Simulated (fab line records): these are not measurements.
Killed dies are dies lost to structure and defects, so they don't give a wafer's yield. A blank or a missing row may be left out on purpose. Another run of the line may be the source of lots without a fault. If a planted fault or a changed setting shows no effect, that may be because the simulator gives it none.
One fault seen from 2 desks :: flow n5_finfet :: only its own numbers are on each desk; what lay behind them is given at the end

## THE METROLOGY DESK
Lot by lot, what the gauges showed, no matter which tool ran the lot: averages of those sampled wafers that carry a number. A lot is out of limits, marked OUT, if its mean lies more than 4 standard deviations from the usual mean; the brackets give that distance. It has 12 readings, of which 7 appear: the earliest out of limits, and the ones furthest out on some lot.
Columns: A = M1_THK at N5_BEOL_M1_THK_MEAS_53, usual 40.3 nm; B = M1_RS at N5_BEOL_M1_RS_MEAS_58, usual 0.67 ohm/sq; C = DIBL_N at N5_BEOL_M4_RC_MEAS_101, usual 36.2 mV/V; D = DIBL_P at N5_BEOL_M4_RC_MEAS_101, usual 36.5 mV/V; E = ION_N at N5_BEOL_M4_RC_MEAS_101, usual 675 uA/um; F = ION_P at N5_BEOL_M4_RC_MEAS_101, usual 464 uA/um; G = SS_N at N5_BEOL_M4_RC_MEAS_101, usual 71.5 mV/dec
lot: L779
first seen here: day 7 06:13
A: 41.8
B: 0.64
C: 37.3
D: 36.5
E: 668
F: 460
G: 72.0

lot: L780
first seen here: day 7 06:41
A: 31.9 (-5.0) OUT
B: 0.92 (+6.7) OUT
C: -
D: -
E: -
F: -
G: -

lot: L781
first seen here: day 7 13:50
A: 32.1 (-4.8) OUT
B: 0.90 (+6.1) OUT
C: -
D: -
E: -
F: -
G: -

lot: L782
first seen here: day 8 00:12
A: 32.9 (-4.4) OUT
B: 0.88 (+5.5) OUT
C: -
D: -
E: -
F: -
G: -

lot: L793
first seen here: day 10 22:39
A: 40.6
B: 0.66
C: 36.3
D: 37.1
E: 669
F: 461
G: 72.2

lot: L794
first seen here: day 11 09:32
A: 41.8
B: 0.64
C: 37.2
D: 37.5
E: 698
F: 477
G: 71.8

lot: L796
first seen here: day 11 14:53
A: 40.1
B: 0.67
C: 37.7
D: 36.3
E: 666
F: 464
G: 72.3

lot: L798
first seen here: day 12 08:02
A: 38.6
B: 0.71
C: 34.0
D: 34.2
E: 672
F: 471
G: 70.9
Finding of this desk: L780, L781, L782 out of limits, first seen on L780 at day 7 06:41 (M1_THK at N5_BEOL_M1_THK_MEAS_53). In limits: L779, L793, L794, L796, L798.

## AT THE TOOL OWNER'S DESK: rie_diel-03
The tool's own readings at N5_BEOL_M1_ETCH_41 (etches SiCN in CH3F/O2, target depth 31.9 nm, time 57.8 s): means of the sampled wafers that have a number, for each lot that ran on this tool. A lot is out of limits, marked OUT, if its mean lies more than 4 standard deviations from the usual mean; the brackets give that distance.
Columns: A = CH3F_flow_sccm at N5_BEOL_M1_ETCH_41, usual 29.99 sccm; B = O2_flow_sccm at N5_BEOL_M1_ETCH_41, usual 20.00 sccm; C = drypump_motor_current_A at N5_BEOL_M1_ETCH_41, usual 5.7 A; D = oes_product_au at N5_BEOL_M1_ETCH_41, usual 0.76 a.u.; E = rf_vpp_V at N5_BEOL_M1_ETCH_41, usual 297.4 V; F = showerhead_plenum_p_Torr at N5_BEOL_M1_ETCH_41, usual 2.01 Torr; G = throttle_valve_pct at N5_BEOL_M1_ETCH_41, usual 16.35 %
lot: L779
first seen here: day 7 01:23
A: 29.95
B: 20.02
C: 6.2
D: 0.69
E: 297.4
F: 2.03
G: 16.46

lot: L793
first seen here: day 10 18:17
A: 29.97
B: 19.98
C: 5.9
D: 0.84
E: 297.8
F: 2.04
G: 16.16
Finding of this desk: none of the 2 lots has anything out of limits.

## ALL TOGETHER
On L780, L781, L782, the metrology desk was in a position to raise an alarm at day 7 06:41.
The tool owner's desk saw nothing out of limits.
The tool owner's desk has no number on record for L780, L781, L782.
On rie_diel-03, each named lot ran N5_BEOL_M1_ETCH_41.

## WHAT THE SIMULATOR HAD INSERTED
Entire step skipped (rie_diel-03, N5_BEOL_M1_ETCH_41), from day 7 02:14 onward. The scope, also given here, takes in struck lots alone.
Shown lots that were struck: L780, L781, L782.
Hours from the fault's start to each desk's first reading out of limits: the metrology desk, 4.
